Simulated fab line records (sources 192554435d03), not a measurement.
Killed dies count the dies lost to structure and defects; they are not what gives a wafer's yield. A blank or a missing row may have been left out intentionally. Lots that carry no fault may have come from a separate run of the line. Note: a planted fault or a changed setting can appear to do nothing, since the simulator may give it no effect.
Chamber matching -- flow n5 finfet -- N5_FIN_SAQP_ETCH_64 on rie si-04: 4 sister chambers
The step etches SiO2 in CF4, target depth 1.5 nm. 22 wafers are shown with their chamber, then 11 later ones without.

== WAFERS PAIRED WITH THEIR CHAMBERS ==
wafer,chamber,throttle valve pct (%),drypump motor current A (A),oes product au (a.u.)
L075.2,3,22.14,5.6,0.945
L075.4,0,21.91,5.6,0.959
L075.6,2,21.41,6.4,1.014
L078.1,0,21.94,5.6,0.960
L078.5,1,21.83,5.5,1.002
L078.6,2,21.41,6.4,1.019
L080.1,1,21.84,5.5,1.005
L080.3,3,22.16,5.6,0.961
L080.6,2,21.42,6.5,1.018
L081.1,2,21.42,6.5,1.013
L081.2,0,21.91,5.5,0.959
L081.5,3,22.14,5.6,0.951
L082.3,1,21.84,5.6,1.016
L082.4,0,21.90,5.5,0.968
L082.6,1,21.84,5.5,1.006
L083.2,3,22.13,5.6,0.934
L083.4,1,21.85,5.5,1.008
L083.6,1,21.84,5.5,1.011
L090.3,0,21.93,5.6,0.971
L090.4,2,21.43,6.4,1.011
L090.6,3,22.13,5.6,0.936
L092.1,3,22.14,5.6,0.949

SIGNATURES (averages over the wafers above)
reading,chamber 0,chamber 1,chamber 2,chamber 3,scatter within a chamber
throttle valve pct,21.9180,21.8400,21.4180,22.1400,0.011
drypump motor current A,5.560,5.517,6.440,5.600,0.0424
oes product au,0.96340,1.00800,1.01500,0.94600,0.00667
Rule: distance of a wafer from a chamber = root of the sum over the readings of ((wafer's reading minus chamber's mean) / reading's scatter) squared. If the next closest chamber is less than 2 further off than the closest, the wafer can't be placed; otherwise it belongs to the closest. The scatter: take each reading less its chamber's mean, square it, sum over the shown wafers, divide by the number of wafers less the number of chambers, and take the root.

== WAFERS MISSING THEIR CHAMBER ==
wafer,throttle valve pct (%),drypump motor current A (A),oes product au (a.u.)
L092.3,21.85,5.5,1.007
L092.4,21.41,6.5,1.006
L093.1,21.91,5.6,0.956
L093.4,21.43,6.4,1.003
L093.6,21.91,5.5,0.968
L094.2,21.84,5.5,0.989
L094.4,21.43,6.4,1.017
L094.5,22.13,5.6,0.945
L096.1,22.12,5.6,0.940
L096.4,21.42,6.4,1.019
L096.5,21.83,5.5,1.000

== CHAMBER TAKEN BY EACH ==
wafer,from the rows above,in truth
L092.3,1,1
L092.4,2,2
L093.1,0,0
L093.4,2,2
L093.6,0,0
L094.2,1,1
L094.4,2,2
L094.5,3,3
L096.1,3,3
L096.4,2,2
L096.5,1,1
Placed correctly: 11 of 11. Number that these rows cannot place: 0. Number placed wrongly: 0.
